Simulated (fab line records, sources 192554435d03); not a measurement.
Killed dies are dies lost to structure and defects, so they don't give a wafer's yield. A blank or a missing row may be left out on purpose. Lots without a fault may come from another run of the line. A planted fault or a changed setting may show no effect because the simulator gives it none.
Which tool did it? | flow n5_finfet | 9 lots, 26 wafers sampled, at 6 steps of a route of 1938

WHAT THE GAUGES READ, wafer by wafer
N5_BEOL_M4_RC_MEAS_101.
lot  | measured     | on        | DIBL_N (mV/V)  | DIBL_P (mV/V)  | IOFF_N (nA/um)    | IOFF_P (nA/um) | ION_N (uA/um) | ION_P (uA/um) | SS_N (mV/dec)  | SS_P (mV/dec)  | VT_N (mV)   | VT_P (mV)
L550 | day 9 13:23  | prober-02 | 37.6 35.0 36.7 | 37.7 34.2 37.0 | 0.208 0.148 0.181 | 0.24 0.19 0.23 | 694 678 676   | 467 468 460   | 71.5 71.5 71.1 | 74.4 73.2 73.8 | 245 247 247 | -250 -250 -248
L553 | day 10 01:29 | prober-01 | 33.4 35.9 33.6 | 31.8 34.4 31.7 | 0.111 0.152 0.112 | 0.16 0.20 0.16 | 658 693 679   | 455 473 467   | 70.3 70.8 70.9 | 72.7 72.9 72.5 | 254 248 253 | -255 -249 -254
L555 | day 10 16:06 | prober-02 | 36.2 38.4 38.0 | 36.1 37.5 37.2 | 0.169 0.224 0.212 | 0.23 0.26 0.26 | 684 684 685   | 462 466 470   | 71.8 72.4 72.3 | 73.3 74.9 74.6 | 250 246 244 | -249 -246 -248
L556 | day 11 00:16 | prober-01 | 34.5 35.3 35.4 | 34.7 34.3 34.9 | 0.136 0.138 0.137 | 0.18 0.16 0.17 | 683 655 667   | 459 444 452   | 70.8 71.7 71.6 | 73.2 73.0 72.5 | 250 251 249 | -252 -254 -254
L558 | day 11 04:52 | prober-01 | 35.7 36.1 36.9 | 34.9 36.7 36.5 | 0.159 0.173 0.179 | 0.24 0.28 0.27 | 678 685 678   | 474 478 478   | 70.0 70.5 71.5 | 72.7 73.2 73.3 | 251 250 248 | -242 -245 -244
L566 | day 13 05:01 | prober-01 | 35.4 35.3      | 34.9 35.1      | 0.128 0.133       | 0.20 0.21      | 654 672       | 456 468       | 70.9 70.9      | 72.7 72.8      | 254 252     | -251 -250
L568 | day 14 01:10 | prober-01 | 34.8 35.3 35.4 | 34.1 34.8 35.1 | 0.139 0.144 0.147 | 0.19 0.19 0.20 | 680 671 667   | 466 457 456   | 70.9 70.9 71.1 | 72.9 72.8 73.9 | 250 251 249 | -251 -251 -253
L572 | day 14 13:03 | prober-02 | 37.0 38.2 36.7 | 38.1 39.0 37.3 | 0.190 0.210 0.182 | 0.24 0.25 0.23 | 696 696 685   | 478 474 468   | 70.9 71.6 71.7 | 74.2 73.7 73.2 | 244 242 248 | -249 -248 -246
L573 | day 15 06:53 | prober-02 | 37.4 37.5 36.9 | 38.5 37.4 37.8 | 0.181 0.181 0.172 | 0.25 0.24 0.24 | 683 694 696   | 464 476 480   | 72.0 72.1 71.8 | 73.1 73.9 73.8 | 248 246 249 | -249 -248 -249

N5_BEOL_M8_THK_MEAS_53: measures by xrf.
lot  | measured     | on            | M8_THK (nm)
L550 | day 11 09:00 | film_metro-02 | 80.8 83.4 81.0
L553 | day 11 18:26 | film_metro-01 | 82.3 76.9 83.3
L555 | day 12 14:37 | film_metro-01 | 77.3 78.7 82.0
L556 | day 12 20:49 | film_metro-01 | 79.9 80.6 80.7
L558 | day 12 23:20 | film_metro-01 | 78.8 78.3 83.8
L566 | day 14 23:40 | film_metro-01 | 83.7 182.0
L568 | day 15 17:32 | film_metro-02 | 80.4 183.2 77.7
L572 | day 16 05:53 | film_metro-02 | 81.9 82.6 83.7
L573 | day 17 01:57 | film_metro-01 | 81.9 77.4 77.1

N5_BEOL_M8_INSPECT_58: inspects for defects (darkfield).
lot  | measured     | on                | raw_defect_count
L550 | day 11 09:10 | defect_inspect-01 | 36 43 58
L553 | day 11 18:37 | defect_inspect-02 | 45 90 58
L555 | day 12 14:46 | defect_inspect-01 | 49 67 45
L556 | day 12 20:59 | defect_inspect-02 | 56 69 67
L558 | day 12 23:29 | defect_inspect-01 | 52 61 53
L566 | day 14 23:50 | defect_inspect-01 | 74 1041
L568 | day 15 17:42 | defect_inspect-02 | 55 1115 44
L572 | day 16 06:03 | defect_inspect-02 | 67 50 67
L573 | day 17 02:08 | defect_inspect-01 | 45 61 79

WHICH TOOL RAN EACH LOT (tool, then ch and the chambers of the sampled wafers, then the start)
lot  | N5_BEOL_M8_DEGAS_44          | N5_BEOL_M8_CMP_52             | N5_BEOL_M8_DEP_56
L550 | pvd_sputter-02, day 11 07:01 | cmp-03 ch 2,3, day 11 08:43   | pecvd-02 ch 0,2, day 11 09:04
L553 | pvd_sputter-03, day 11 16:59 | cmp-04 ch 1,2, day 11 18:08   | pecvd-04 ch 0, day 11 18:30
L555 | pvd_sputter-01, day 12 13:14 | cmp-03 ch 0,2,3, day 12 14:19 | pecvd-04 ch 0,1,2, day 12 14:40
L556 | pvd_sputter-03, day 12 19:00 | cmp-03 ch 0,2,3, day 12 20:34 | pecvd-03 ch 1,2, day 12 20:53
L558 | pvd_sputter-02, day 12 21:35 | cmp-04 ch 0,1,2, day 12 23:05 | pecvd-03 ch 1,2, day 12 23:24
L566 | pvd_sputter-03, day 14 22:14 | cmp-03 ch 1, day 14 23:22     | pecvd-04 ch 0,2, day 14 23:45
L568 | pvd_sputter-01, day 15 15:40 | cmp-03 ch 0,1,3, day 15 17:20 | pecvd-04 ch 1,2, day 15 17:37
L572 | pvd_sputter-03, day 16 03:16 | cmp-04 ch 0,2,3, day 16 05:36 | pecvd-02 ch 1,2, day 16 05:58
L573 | pvd_sputter-03, day 16 23:46 | cmp-04 ch 0,2, day 17 01:39   | pecvd-04 ch 0,2, day 17 02:01
- N5_BEOL_M8_DEGAS_44: time 60 s.
- N5_BEOL_M8_CMP_52: polishes, stops on SiCOH lowk, t overpolish 6.9 s, target thk 80 nm.
- N5_BEOL_M8_DEP_56: deposits SiCN from 3MS/NH3, target thk 10 nm, time 17.5 s.

WHAT THE TOOLS THEMSELVES READ (means of the sampled wafers that have a number; where no wafer has one, the mark that the record gives instead)
N5_BEOL_M8_DEGAS_44.
lot  | tool           | heater_power_w (W)
L550 | pvd_sputter-02 | 306
L553 | pvd_sputter-03 | 318
L555 | pvd_sputter-01 | 306
L556 | pvd_sputter-03 | 320
L558 | pvd_sputter-02 | 287
L566 | pvd_sputter-03 | 319
L568 | pvd_sputter-01 | 278
L572 | pvd_sputter-03 | 309
L573 | pvd_sputter-03 | 309

N5_BEOL_M8_CMP_52.
lot  | tool   | barrier_field_endpoint_s (s) | edge_zone_pressure_frac | motor_current_A (A) | overpolish_run_s (s) | retaining_ring_pressure_frac | time_to_endpoint_s (s)
L550 | cmp-03 | 29.1                         | 1.000                   | 6.2                 | 6.896                | 1.000                        | 61
L553 | cmp-04 | 29.1                         | 0.996                   | 6.1                 | 6.893                | 0.996                        | 64
L555 | cmp-03 | 29.7                         | 0.999                   | 5.7                 | 6.888                | 0.995                        | 63
L556 | cmp-03 | 28.7                         | 1.002                   | 5.5                 | 6.894                | 1.001                        | 59
L558 | cmp-04 | 30.2                         | 0.998                   | 6.4                 | 6.904                | 1.000                        | 65
L566 | cmp-03 | 38.1                         | 0.992                   | 5.5                 | 3.468                | 1.000                        | 72
L568 | cmp-03 | 35.5                         | 1.010                   | 5.3                 | 4.608                | 1.002                        | 70
L572 | cmp-04 | 29.0                         | 1.003                   | 5.9                 | 6.907                | 0.997                        | 65
L573 | cmp-04 | 28.8                         | 0.998                   | 5.7                 | 6.906                | 0.997                        | 63

N5_BEOL_M8_DEP_56.
lot  | tool     | showerhead_plenum_p_Torr (Torr) | throttle_valve_pct (%)
L550 | pecvd-02 | 3.669                           | 9.5
L553 | pecvd-04 | 3.662                           | 9.1
L555 | pecvd-04 | 3.658                           | 9.0
L556 | pecvd-03 | 3.671                           | 9.0
L558 | pecvd-03 | 3.671                           | 8.9
L566 | pecvd-04 | 3.654                           | 9.1
L568 | pecvd-04 | 3.645                           | 9.0
L572 | pecvd-02 | 3.652                           | 9.6
L573 | pecvd-04 | 3.656                           | 8.9

THE ANSWER, worked out from the rows above alone
Rule: what is usual is taken from the lots themselves. Put in order of their means at a reading, lots are off if they are a third of the lots or fewer, leave a main group of 4 or more, and stand apart from it by a gap of 3 or more times the standard deviation of the main group's means; of several such gaps the widest counts. A main group whose means are all the same, to the digits that the tables above print for the reading, isn't used. A lot without any number at a reading at which 4 lots or more have one is off too. The other lots that the step has rows for count as sound. The gauges are gone through in route order, then the tools' own readings, and for those a lot's mean is taken as printed above. The first step at which some lot is off is used, and at that step the reading that is off furthest; a lot without a number counts as furthest.
Off: L566, L568, at N5_BEOL_M8_THK_MEAS_53 (M8_THK). The main group: mean 80.6 nm, standard deviation 1.2.
A tool fits if, at a process step before that reading, it ran every lot that is off, and no sound lot after the first of them. The gauges at N5_BEOL_M8_THK_MEAS_53 aren't tried: what is off there is off at N5_BEOL_M8_INSPECT_58 too, on other tools, and a gauge's error can't cause that. One fits: cmp-03 at N5_BEOL_M8_CMP_52. Its last sound lot is L556 (day 12 20:34), its first lot that is off L566 (day 14 23:22): a fault that began between those two fits.
The tool's own readings at N5_BEOL_M8_CMP_52 bear it out: on the lots that are off they differ by more than 5 times the standard deviation of the sound lots' means. barrier_field_endpoint_s reads 36.8 s there against 29.2 s on the sound lots; overpolish_run_s reads 4.038 s there against 6.898 s on the sound lots.

WHAT THE SIMULATOR HAD PUT IN
Process parameter drift: cmp-03, from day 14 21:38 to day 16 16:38, at N5_BEOL_M8_CMP_52. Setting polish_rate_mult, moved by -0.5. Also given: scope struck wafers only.
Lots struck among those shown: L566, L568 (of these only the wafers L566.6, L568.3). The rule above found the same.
